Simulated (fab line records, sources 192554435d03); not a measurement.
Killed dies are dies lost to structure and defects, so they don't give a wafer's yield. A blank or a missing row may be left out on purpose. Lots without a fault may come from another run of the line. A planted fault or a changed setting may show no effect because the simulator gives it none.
Chamber matching | flow n5_finfet | N5_BEOL_M5_DESCUM_16 on rie_diel-01: 4 sister chambers
The step chemistry O2, time 7 s. 8 wafers are shown with their chamber, then 8 later ones without.

WAFERS WITH THEIR CHAMBER
wafer  | chamber | drypump_motor_current_A (A) | showerhead_plenum_p_Torr (Torr)
L087.4 | 2       | 6.0                         | 2.09
L088.1 | 2       | 6.0                         | 2.09
L088.3 | 3       | 5.9                         | 2.01
L088.4 | 0       | 5.2                         | 2.09
L093.2 | 0       | 5.2                         | 2.09
L093.4 | 1       | 4.9                         | 2.14
L093.6 | 1       | 4.8                         | 2.14
L090.1 | 3       | 5.9                         | 2.00

WAFERS WITHOUT THEIR CHAMBER
wafer  | drypump_motor_current_A (A) | showerhead_plenum_p_Torr (Torr)
L090.3 | 5.2                         | 2.09
L090.5 | 6.0                         | 2.08
L091.3 | 4.8                         | 2.14
L091.5 | 5.9                         | 2.00
L091.6 | 5.2                         | 2.08
L097.1 | 4.9                         | 2.13
L097.3 | 6.0                         | 2.08
L097.6 | 5.3                         | 2.08

WHICH CHAMBER EACH WENT THROUGH
wafer  | from the rows above | in truth
L090.3 | 0                   | 0
L090.5 | 2                   | 2
L091.3 | 1                   | 1
L091.5 | 3                   | 3
L091.6 | 0                   | 0
L097.1 | 1                   | 1
L097.3 | 2                   | 2
L097.6 | 0                   | 0
Placed correctly: 8 of 8. Can't be placed from these rows: 0. Placed wrongly: 0.
How it was worked out, from the rows above alone: a wafer's distance from a chamber is the root of the sum, over the readings, of the square of ((its reading less the chamber's mean) divided by the reading's scatter). The wafer belongs to the nearest chamber; if the next one is less than 2 further off, it can't be placed. A chamber's mean is the mean of its shown wafers. The scatter: the root of (the sum of the squares of (reading less its chamber's mean) over the shown wafers, divided by (wafers less chambers)).
